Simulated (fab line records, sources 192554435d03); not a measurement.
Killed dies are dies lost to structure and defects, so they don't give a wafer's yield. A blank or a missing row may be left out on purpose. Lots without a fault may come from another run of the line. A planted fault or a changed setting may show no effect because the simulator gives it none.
Chamber matching | flow n5_finfet | N5_BEOL_M8_STRIP_19 on rie_diel-01: 4 sister chambers
The step strips in O2. 4 wafers are shown with their chamber, then 9 later ones without.

WAFERS WITH THEIR CHAMBER
wafer  | chamber | throttle_valve_pct (%)
L081.1 | 0       | 16.78
L081.2 | 3       | 16.89
L084.5 | 2       | 16.86
L084.6 | 1       | 16.56

WAFERS WITHOUT THEIR CHAMBER
wafer  | throttle_valve_pct (%)
L086.1 | 16.59
L086.3 | 16.96
L086.5 | 16.89
L095.2 | 16.97
L095.5 | 16.97
L095.6 | 16.93
L094.3 | 16.83
L094.5 | 16.97
L094.6 | 16.82

WHICH CHAMBER EACH WENT THROUGH
wafer  | from the rows above          | in truth
L086.1 | 1                            | 1
L086.3 | can't be placed: 3 or 2 or 0 | 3
L086.5 | can't be placed: 3 or 2 or 0 | 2
L095.2 | can't be placed: 3 or 2 or 0 | 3
L095.5 | can't be placed: 3 or 2 or 0 | 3
L095.6 | can't be placed: 3 or 2 or 0 | 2
L094.3 | can't be placed: 2 or 0 or 3 | 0
L094.5 | can't be placed: 3 or 2 or 0 | 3
L094.6 | can't be placed: 0 or 2 or 3 | 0
Placed correctly: 1 of 9. Can't be placed from these rows: 8 (the true chamber is among the candidates in 8). Placed wrongly: 0.
How it was worked out, from the rows above alone: a wafer's distance from a chamber is the root of the sum, over the readings, of the square of ((its reading less the chamber's mean) divided by the reading's scatter). The wafer belongs to the nearest chamber; if the next one is less than 2 further off, it can't be placed. A chamber's mean is the mean of its shown wafers. The scatter: with one shown wafer a chamber, the root of the mean of the squares of how far each hidden wafer lies from its nearest shown one.
